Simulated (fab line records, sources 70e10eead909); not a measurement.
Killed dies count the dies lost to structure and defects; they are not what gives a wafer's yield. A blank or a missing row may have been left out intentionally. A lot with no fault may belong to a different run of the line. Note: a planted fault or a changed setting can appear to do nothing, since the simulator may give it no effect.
fab line records | flow nandHarc
record: lots: 14 wafers: 42 lastDay: 24
route steps=1159 shown P_CONTACT@217 P_M0@253 END@1159
lots with no fault: from the same line, run without faults
startH: the number of hours between the record's first day and the start of the first shown wafer of the lot | waitH: how many hours have passed since the lot's step before this one | " the same as in the row above | L1.1+2: several wafers, shown together as one row | - no value present, or no start provided | * or withheld: withheld | < > ~ a bound
route shown NAME@n: names a module that has steps shown in the file, with the first one's number in the route | usual: average and standard deviation across the fault-free wafers | same: alike in all rows | chamber/n: place in a boat | sites: the reading at each site | _std_site: how widely they spread, as a standard deviation | _edge_site: mean of outer sites minus mean of inner sites | radiusMm: how far each site lies from the wafer's centre | mask NAME#n: copy n | behind: the most recent tool/chamber to have shaped the wafer | hold: why the lot went on hold/how many hours it stayed there/how the hold came to an end | device: names the non-switching transistor (n, p or np) | end of line: tests of these same wafers at the route's end | step lacking rows: just its recipe | killed: not the wafer's yield, but the dies lost to structure and defects at the first sort | map: a wafer's dies, x killed, . not, _ none there
set.NAME: the setting as run; set.NAME@STEP: as run at that earlier step | model.NAME: the simulator's own value behind a step, which no gauge read
a sample of lots followed through the steps of the route, with each step as a table and each wafer as a row
services: when a tool's chamber went out of use (startH, in hours from the record's first day, below 0 if earlier), for how many hours, and the reason
== steps ==
step: NHARC_P_CONTACT_DEP_30
recipe: targetThkA: 300 tempC: 400 targetThkNm: 30 flowSccm: 200 rfW: 450 material: SiNx
usual: heaterPowerW: 677/90
columns lot.wafer tool chamber startH waitH heaterPowerW
L423.1 pecvd-04 1 110.21 0.1 668
L423.2 " 0 " " 503
L423.6 " 1 " " 699
L424.2 pecvd-04 2 111.04 0.1 638
L424.5 " 0 " " 529
L424.4 " 2 " " 650
L426.2 pecvd-02 2 123.82 0.1 656
L426.4 " 0 " " 581
L426.6 " 2 " " 633
L425.3 pecvd-02 1 130.88 0.1 702
L425.1 " 2 " " 679
L425.6 " 2 " " 666
L428.1 pecvd-02 1 144.92 0.1 754
L428.3 " 0 " " 662
L428.6 " 1 " " 773
L429.1 pecvd-02 1 149.17 0.1 733
L429.6 " 1 " " 742
L429.5 " 0 " " 632
L430.2 pecvd-03 2 149.44 0.1 889
L430.5 " 2 " " 879
L430.4 " 0 " " 663
L431.3 pecvd-04 1 155.91 0.1 704
L431.1 " 0 " " 502
L431.4 " 2 " " 730
L433.2 pecvd-02 2 167.66 0.1 703
L433.1 " 1 " " 730
L433.6 " 1 " " 730
L440.1 pecvd-02 2 210.93 0.1 631
L440.3 " 0 " " 675
L440.5 " 0 " " 674
L441.2 pecvd-04 2 211.27 0.1 696
L441.4 " 0 " " 464
L441.5 " 2 " " 703
L443.3 pecvd-02 2 229.22 0.1 618
L443.1 " 0 " " 611
L443.5 " 0 " " 625
L442.2 pecvd-03 1 229.79 0.1 857
L442.3 " 2 " " 889
L442.5 " 2 " " 878
L445.1 pecvd-03 2 238.41 0.1 822
L445.5 " 1 " " 740
L445.6 " 2 " " 815
step: NHARC_P_CONTACT_DEGAS_38
recipe: tempC: 300 timeS: 60
usual: heaterPowerW: 486/63
columns lot.wafer tool chamber startH waitH heaterPowerW
L423.1 pvdSputter-02 - 113.72 - 543
L423.2 " - " " 531
L423.6 " - " " 538
L424.2 pvdSputter-01 - 114.32 - 440
L424.4 " - " " 468
L424.5 " - " " 446
L426.4 pvdSputter-02 - 126.93 - 396
L426.2 " - " " 544
L426.6 " - " " 380
L425.1 pvdSputter-02 - 134.21 - 516
L425.3 " - " " 541
L425.6 " - " " 524
L428.1 pvdSputter-03 - 148.25 - 399
L428.3 " - " " 417
L428.6 " - " " 484
L429.1 pvdSputter-02 - 152.51 - 524
L429.5 " - " " 544
L429.6 " - " " 529
L430.2 pvdSputter-03 - 152.76 - 413
L430.4 " - " " 545
L430.5 " - " " 428
L431.3 pvdSputter-02 - 159.12 - 546
L431.4 " - " " 526
L431.1 " - " " 549
L433.1 pvdSputter-03 - 170.84 - 397
L433.2 " - " " 485
L433.6 " - " " 396
L440.1 pvdSputter-03 - 214.36 - 396
L440.3 " - " " 410
L440.5 " - " " 390
L441.4 pvdSputter-01 - 214.68 - 570
L441.2 " - " " 490
L441.5 " - " " 562
L443.1 pvdSputter-03 - 232.56 - 393
L443.3 " - " " 416
L443.5 " - " " 395
L442.3 pvdSputter-01 - 233.25 - 493
L442.2 " - " " 421
L442.5 " - " " 568
L445.1 pvdSputter-02 - 241.74 - 554
L445.5 " - " " 551
L445.6 " - " " 508
step: NHARC_P_M0_DEP_00
recipe: targetThkA: 1500 targetThkNm: 150 tempC: withheld pressureTorr: 5 flowSccm: 200 rfW: 600 material: SiOC
columns lot.wafer tool chamber startH waitH
L423.1+2+6 pecvd-02 0,1,0 115.29 0.1
L424.2+4+5 pecvd-04 1,1,2 120.23 0.1
L426.2+4+6 pecvd-04 2,0,1 133.01 0.2
L425.1+3+6 pecvd-04 2,0,1 135.87 0.1
L428.1+3+6 pecvd-01 0,2,1 149.80 0.1
L429.1+6+5 pecvd-01 0,2,0 154.32 0.2
L429.1+6+5 pecvd-01 0,2,0 154.83 -
L430.2+4+5 pecvd-04 0,1,0 154.43 0.2
L431.3+1+4 pecvd-04 2,0,1 167.57 0.1
L431.3+1+4 pecvd-04 2,0,1 168.25 -
L433.1+2+6 pecvd-01 2,1,1 172.92 0.1
L440.1+3+5 pecvd-04 1,2,0 217.13 0.1
L441.2+5+4 pecvd-01 1,1,0 217.65 0.1
L443.1+3+5 pecvd-02 0,1,0 239.30 0.3
L442.3+2+5 pecvd-04 1,2,0 239.59 0.6
L445.1+5+6 pecvd-04 2,1,0 243.52 0.2
step: NHARC_P_M0_INSPECT_11
usual: rawDefectCount: 3.8/2.2
columns lot.wafer tool chamber startH waitH rawDefectCount
L423.1 defectInspect-02 - 116.25 0.0 2
L423.2 " - " " 3
L423.6 " - " " 3
L424.2 defectInspect-02 - 121.04 0.0 1
L424.4 " - " " 2
L424.5 " - " " 1
L426.2 defectInspect-02 - 133.88 0.0 3
L426.4 " - " " 11
L426.6 " - " " 1
L425.1 defectInspect-02 - 136.71 0.0 7
L425.3 " - " " 1
L425.6 " - " " 3
L428.1 defectInspect-01 - 150.76 0.0 1
L428.3 " - " " 3
L428.6 " - " " 4
L430.2 defectInspect-02 - 155.35 0.0 2
L430.4 " - " " 4
L430.5 " - " " 3
L429.1 defectInspect-02 - 155.68 0.0 2
L429.5 " - " " 1
L429.6 " - " " 5
L431.1 defectInspect-01 - 169.19 0.0 8
L431.3 " - " " 3
L431.4 " - " " 4
L433.1 defectInspect-01 - 173.88 0.0 1
L433.2 " - " " 2
L433.6 " - " " 9
L440.1 defectInspect-02 - 217.97 0.0 4
L440.3 " - " " 3
L440.5 " - " " 1
L441.2 defectInspect-02 - 218.61 0.0 4
L441.4 " - " " 6
L441.5 " - " " 10
L443.1 defectInspect-02 - 240.14 0.0 5
L443.3 " - " " 2
L443.5 " - " " 6
L442.2 defectInspect-02 - 240.41 0.0 4
L442.3 " - " " 3
L442.5 " - " " 3
L445.1 defectInspect-02 - 244.30 0.0 4
L445.5 " - " " 5
L445.6 " - " " 2
step: NHARC_END_SORT_01
recipe: tempC: 25
usual: defectLimitedYield: 95.8/1.3 killedAtArray: 24/8.7 killedAtOther: 0.8/1.2 killedAtPeriphery: 3.6/2.3 killedDies: 28/8.9 killedOpen: 3.2/1.9 killedShort: 2.0/1.6 sort_bin_2_pct: 1.3/0.57 sort_bin_3_pct: 0.22/0.19 sort_bin_4_pct: 2.7/0.89 sortNPass: 649/8.9 sortRimYieldPct: 95/3.1 sortYieldPct: 95.8/1.3
same: grossDies: 677 sort_bin_5_pct[%]: 0 sort_bin_6_pct[%]: 0 sort_bin_7_pct[%]: 0 sort_bin_8_pct[%]: 0 sortRimNGross: 106.00
columns lot.wafer tool chamber startH waitH defectLimitedYield[%] killedAtArray killedAtOther killedAtPeriphery killedDies killedOpen killedShort sort_bin_2_pct[%] sort_bin_3_pct[%] sort_bin_4_pct[%] sortNPass sortRimYieldPct[%] sortYieldPct[%]
L431.1 prober-02 0 496.76 2.5 0 30 0 647 677 2 2 96.0 0.44 3.5 0 0 0
L431.3 prober-02 0 498.38 3.1 0 22 1 654 677 2 2 97.5 0.44 2.1 0 0 0
L431.4 prober-02 0 499.19 3.4 0 24 2 651 677 8 3 96.8 0.15 3.1 0 0 0
L429.1 prober-01 0 504.42 2.4 0 24 3 650 677 4 2 96.9 0.44 2.7 0 0 0
L429.5 prober-01 0 507.66 3.7 0 26 1 650 677 2 3 97.3 0.15 2.5 0 0 0
L429.6 prober-01 0 508.47 4.1 0 25 0 652 677 2 2 97.3 0.15 2.5 0 0 0
killed by level:class
L431.1 P_M0:areaDep=639 A_SLIT:chamberFilmFlake=15 A_STAIRCASE:chamberFilmFlake=4 A_WL_FILL:chamberFilmFlake=3 A_CONTACT:chamberFilmFlake=3 A_CONTACT:geometricParticle:short=2 P_ZERO_WELL:chamberFilmFlake=2 P_STI:chamberFilmFlake=2
L431.3 P_M0:areaDep=649 A_SLIT:chamberFilmFlake=7 A_WL_FILL:chamberFilmFlake=4 P_M2:chamberFilmFlake=3 A_CHANNEL_HOLE_D1:chamberFilmFlake=3 P_ZERO_WELL:chamberFilmFlake=2 A_STAIRCASE:chamberFilmFlake=2 A_CONTACT:chamberFilmFlake=2
L431.4 P_M0:areaDep=641 A_SLIT:chamberFilmFlake=13 P_M0:geometricParticle:open=3 P_ZERO_WELL:chamberFilmFlake=3 P_M2:chamberFilmFlake=2 A_CONTACT:chamberFilmFlake=2 P_CONTACT:geometricParticle:open=1 A_ONON_D1:geometricParticle:short=1
L429.1 P_M0:areaDep=647 A_CHANNEL_HOLE_D1:chamberFilmFlake=14 A_CONTACT:chamberFilmFlake=4 THIN_TSV:chamberFilmFlake=3 A_ONON_D1:geometricParticle:open=2 A_STAIRCASE:chamberFilmFlake=2 P_CONTACT:geometricParticle:open=1 P_M2:geometricParticle:open=1
L429.5 P_M0:areaDep=650 A_CHANNEL_HOLE_D1:chamberFilmFlake=14 A_STAIRCASE:chamberFilmFlake=4 A_CHANNEL_FILL_D1:geometricParticle:short=2 A_CONTACT:geometricParticle:open=2 A_ONON_D1:geometricParticle:short=1 A_ZERO_WELL:chamberFilmFlake=1 A_WL_FILL:chamberFilmFlake=1
L429.6 P_M0:areaDep=651 A_CHANNEL_HOLE_D1:chamberFilmFlake=17 A_STAIRCASE:chamberFilmFlake=2 A_SGD_CUT:geometricParticle:short=1 A_WL_FILL:geometricParticle:open=1 A_WL_FILL:geometricParticle:short=1 A_CONTACT:geometricParticle:open=1 P_GATE:chamberFilmFlake=1
== services ==
columns tool chamber startH hours kind
pvdSputter-03 - 102.00 10.0 pm
pecvd-02 - 103.13 0.9 repair
pecvd-03 - 111.00 13.0 pm
pvdSputter-01 - 118.21 63.5 repair
pecvd-02 - 153.11 13.0 pm
pecvd-02 0 153.11 13.0 ventCycle
pecvd-02 1 153.11 13.0 ventCycle
pecvd-02 2 153.11 13.0 ventCycle
pecvd-02 0 166.11 - clean
pecvd-02 1 166.11 - clean
pecvd-02 2 166.11 - clean
pecvd-02 1 169.26 6.8 repair
pvdSputter-01 - 181.74 10.0 pm
pecvd-04 - 195.36 13.0 pm
pecvd-04 0 195.36 13.0 ventCycle
pecvd-04 1 195.36 13.0 ventCycle
pecvd-04 2 195.36 13.0 ventCycle
pvdSputter-01 - 199.24 6.4 repair
pecvd-04 0 208.36 - clean
pecvd-04 1 208.36 - clean
pecvd-04 2 208.36 - clean
pvdSputter-02 - 217.21 10.0 pm
pecvd-01 - 237.32 13.0 pm
pecvd-01 0 237.32 13.0 ventCycle
== key ==
firstSign: step: NHARC_P_M0_DEP_00 reading: visit direction: added
effect: step: NHARC_END_SORT_01 reading: killedAtPeriphery direction: up sigmas: 99+ usual: 3.6 struck: 650.7
moreKillsBornAt: NHARC_P_M0_DEP_00@pecvd-01: 1948 NHARC_P_M0_DEP_00@pecvd-04: 1930
metAt NHARC_P_M0_DEP_00
struckLots L429,L431
laterRowsLeftOut L429.1,L429.5,L429.6,L431.1,L431.3,L431.4
notActingAt NHARC_P_CONTACT_DEP_30,NHARC_P_CONTACT_DEGAS_38,NHARC_P_M0_INSPECT_11
fault: kind: repeatedStepWhole tool: pecvd-01,pecvd-02,pecvd-04 chamber: - onsetH: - steps: NHARC_P_M0_DEP_00 times: 1 scope: struckLotsOnly
laterRowsLeftOut: the simulator's readings of these wafers behind a module that went badly wrong aren't trusted and aren't shown, but for the sort
